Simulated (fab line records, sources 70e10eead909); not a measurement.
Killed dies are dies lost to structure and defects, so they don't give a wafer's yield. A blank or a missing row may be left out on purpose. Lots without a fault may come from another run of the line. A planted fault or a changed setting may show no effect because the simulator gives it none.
Chamber matching | flow nand_harc | NHARC_A_SLIT_DEP_23 on pecvd-04: 3 sister chambers
The step deposits SiON, target thk 100 nm. 3 wafers are shown with their chamber, then 8 later ones without.

WAFERS WITH THEIR CHAMBER
wafer  | chamber | heater_power_w (W)
L081.2 | 2       | 824
L085.3 | 1       | 630
L088.2 | 0       | 677

WAFERS WITHOUT THEIR CHAMBER
wafer  | heater_power_w (W)
L088.3 | 744
L088.4 | 745
L090.1 | 666
L090.5 | 739
L090.6 | 671
L093.1 | 652
L093.4 | 657
L093.6 | 655

WHICH CHAMBER EACH WENT THROUGH
wafer  | from the rows above          | in truth
L088.3 | can't be placed: 0 or 2 or 1 | 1
L088.4 | can't be placed: 0 or 2 or 1 | 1
L090.1 | can't be placed: 0 or 1      | 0
L090.5 | can't be placed: 0 or 2 or 1 | 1
L090.6 | can't be placed: 0 or 1      | 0
L093.1 | can't be placed: 1 or 0      | 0
L093.4 | can't be placed: 0 or 1      | 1
L093.6 | can't be placed: 0 or 1      | 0
Placed correctly: 0 of 8. Can't be placed from these rows: 8 (the true chamber is among the candidates in 8). Placed wrongly: 0.
How it was worked out, from the rows above alone: a wafer's distance from a chamber is the root of the sum, over the readings, of the square of ((its reading less the chamber's mean) divided by the reading's scatter). The wafer belongs to the nearest chamber; if the next one is less than 2 further off, it can't be placed. A chamber's mean is the mean of its shown wafers. The scatter: with one shown wafer a chamber, the root of the mean of the squares of how far each hidden wafer lies from its nearest shown one.
